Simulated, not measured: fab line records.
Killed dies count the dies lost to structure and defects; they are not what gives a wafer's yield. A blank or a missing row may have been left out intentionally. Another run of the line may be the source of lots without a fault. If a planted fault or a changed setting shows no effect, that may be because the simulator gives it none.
A lot that was struck, set against a sound lot | flow nand-harc | 15 out of 1159 route steps
Sound: these wafers, L823.1, L823.2, L823.3. The struck wafers were L817.2, L817.3, L817.4. Last of all comes the cause.
Per side, at each step with rows, come the tool, then ch with its chambers, and then its first start. Under that, the readings that differ: sound wafers | struck wafers | difference of the means | sigmas: that difference in standard deviations of wafers without a fault.
alike: readings whose means differ by less than 2 such deviations, and words and numbers that are the same on both sides. not compared: withheld readings, readings that some wafer has no value for, bounds like >300 that may hide the same value, and numbers for which the record gives no deviation and whose values overlap.
Wherever a step has rows on one side only, a row that says differs or no value, or a row with sigmas, the two part there. Non-overlapping numbers with no deviation appear without sigmas and do not part them. A reading missing from all wafers of one side parts the sides only when that side holds two or more wafers.

NHARC_A_ZERO_WELL_DESCUM_12: chemistry O2, time 3 s.
  sound on rie-diel-02 ch 0,1,2, day 9 23:49; struck on rie-diel-13 ch 0,1,3, day 8 07:25
  alike: drypump-motor-current-A, mfc-ar-sccm, oes-product-au, rf-vpp-V, showerhead-plenum-p-Torr, throttle-valve-pct
  not compared: rf-hours-counter-h
NHARC_A_ZERO_WELL_ETCH_19: etches the open film in N2/H2, target depth 80 nm, overetch 24 nm, time 87.88 s.
  sound on rie-diel-02 ch 0,1,2, day 9 23:55; struck on rie-diel-13 ch 0,1,2, day 8 07:38
  alike: drypump-motor-current-A, mfc-ar-sccm, oes-product-au, rf-vpp-V, showerhead-plenum-p-Torr, throttle-valve-pct
  not compared: rf-hours-counter-h
NHARC_A_ZERO_WELL_ETCH_13: etches the open film in HBr/Cl2, target depth 120 nm, time 40.1 s.
  sound on rie-si-06 ch 1,2,3, day 10 00:01; struck on rie-si-01 ch 0,2,3, day 8 07:46
  reading                | sound       | struck      | difference | sigmas
  rf-hours-counter-h (h) | 0.1 0.1 0.1 | 0.3 0.3 0.3 | +0.2       |
  alike: drypump-motor-current-A, oes-product-au, throttle-valve-pct
then, 4 steps without rows for these wafers: NHARC_A_ZERO_WELL_STRIP_14 (strips in SPM, time 900 s); NHARC_A_ZERO_WELL_IMPLANT_15; NHARC_A_ZERO_WELL_PRECLEAN_22 (cleans in SC1, time 60 s); NHARC_A_ZERO_WELL_SRD_23.
NHARC_A_ZERO_WELL_RTA_16: time 10 s.
  sound on rtp-anneal-02 ch 0, day 10 01:01; struck on rtp-anneal-02 ch 0, day 8 08:41
  alike: lamp-power-pct, wafer_temp_C_max
NHARC_A_ZERO_WELL_INSPECT_17:
  sound on defect-inspect-02 at day 10 01:13; struck on defect-inspect-01 at day 8 08:52
  alike: raw-defect-count
then, 2 steps without rows for these wafers: NHARC_A_SOURCE_PLATE_PRECLEAN_00 (cleans in HF-LAST, time 60 s); NHARC_A_SOURCE_PLATE_SRD_01.
NHARC_A_SOURCE_PLATE_OXIDE_02: material SiO2, target thk 10 nm, ox time 1362 s.
  sound on furnace-03 ch 0, day 10 02:59; struck on furnace-03 ch 0, day 8 18:40
  alike: ox-temp-c, ox-time-s, zone-power-bottom-pct
NHARC_A_SOURCE_PLATE_THK_MEAS_09: measures by ellipsometry.
  sound on film-metro-02 at day 10 07:05; struck on film-metro-01 at day 8 23:07
  reading     | sound        | struck         | difference | sigmas
  thk-nm (nm) | 8.5 11.5 9.1 | 16.5 17.2 15.2 | +6.6       | +7
then, 1 step without rows for these wafers: NHARC_A_SOURCE_PLATE_PVD_04 (deposits WSi2, target thk 50 nm).
NHARC_END_SORT_01:
  the record has rows for the sound wafers here (prober-01 ch 0, day 22 18:38) and none for the struck ones

## WHERE THEY PART
First at NHARC_A_SOURCE_PLATE_THK_MEAS_09; last, within this record, at NHARC_END_SORT_01.

WHY: whatever the simulator had introduced
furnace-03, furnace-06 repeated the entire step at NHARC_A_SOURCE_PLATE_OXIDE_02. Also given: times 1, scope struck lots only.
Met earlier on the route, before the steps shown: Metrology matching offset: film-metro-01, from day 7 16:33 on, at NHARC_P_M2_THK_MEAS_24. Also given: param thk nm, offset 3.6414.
